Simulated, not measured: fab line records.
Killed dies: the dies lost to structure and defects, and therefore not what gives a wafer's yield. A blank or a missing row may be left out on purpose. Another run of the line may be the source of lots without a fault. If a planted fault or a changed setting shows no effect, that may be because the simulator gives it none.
Matching of chambers | flow n5-finfet | 4 sister chambers for N5_FIN_SAQP_ETCH_64 on rie-si-05
The step etches SiO2 in CF4, target depth 1.5 nm. 20 wafers are shown with their chamber, then 10 later ones without.

WAFERS PAIRED WITH THEIR CHAMBERS
wafer  | chamber | throttle-valve-pct (%) | oes-product-au (a.u.)
L078.2 | 2       | 21.85                  | 0.963
L078.3 | 3       | 21.81                  | 1.005
L078.6 | 3       | 21.82                  | 0.998
L079.1 | 3       | 21.81                  | 0.995
L079.4 | 1       | 21.63                  | 0.996
L079.5 | 2       | 21.88                  | 0.956
L080.2 | 0       | 21.47                  | 1.005
L080.3 | 2       | 21.86                  | 0.959
L080.6 | 0       | 21.47                  | 1.002
L081.1 | 3       | 21.82                  | 0.988
L081.3 | 2       | 21.86                  | 0.954
L081.6 | 3       | 21.79                  | 0.979
L083.1 | 2       | 21.88                  | 0.961
L083.2 | 1       | 21.63                  | 0.992
L083.6 | 3       | 21.79                  | 0.993
L090.3 | 2       | 21.85                  | 0.954
L090.4 | 3       | 21.82                  | 0.990
L090.5 | 1       | 21.62                  | 0.985
L093.1 | 0       | 21.47                  | 0.999
L093.2 | 1       | 21.61                  | 0.986

SIGNATURES, as means of the wafers listed above
reading            | chamber 0 | chamber 1 | chamber 2 | chamber 3 | scatter within a chamber
throttle-valve-pct | 21.4700   | 21.6225   | 21.8633   | 21.8086   | 0.012
oes-product-au     | 1.00200   | 0.98975   | 0.95783   | 0.99257   | 0.00598
Rule: a wafer's distance from a chamber is the root of the sum, over the readings, of the square of ((its reading less the chamber's mean) divided by the reading's scatter). The wafer belongs to the nearest chamber; if the next one is less than 2 further off, it can't be placed. How the scatter is found: for the shown wafers, subtract from each reading the mean of its chamber, square and add these, divide the total by (wafers less chambers), then take the root.

WAFERS MISSING THEIR CHAMBER
wafer  | throttle-valve-pct (%) | oes-product-au (a.u.)
L093.5 | 21.47                  | 1.007
L095.1 | 21.85                  | 0.962
L095.3 | 21.62                  | 0.992
L095.6 | 21.45                  | 1.012
L096.2 | 21.82                  | 0.979
L096.5 | 21.62                  | 0.975
L096.6 | 21.88                  | 0.961
L097.1 | 21.86                  | 0.957
L097.4 | 21.80                  | 0.994
L097.6 | 21.88                  | 0.957

CHAMBER TAKEN BY EACH
wafer  | from the rows above | in truth
L093.5 | 0                   | 0
L095.1 | 2                   | 2
L095.3 | 1                   | 1
L095.6 | 0                   | 0
L096.2 | 3                   | 3
L096.5 | 1                   | 1
L096.6 | 2                   | 2
L097.1 | 2                   | 2
L097.4 | 3                   | 3
L097.6 | 2                   | 2
Correctly placed: 10 of 10. Left unplaced by these rows: 0. Placed wrongly: 0.
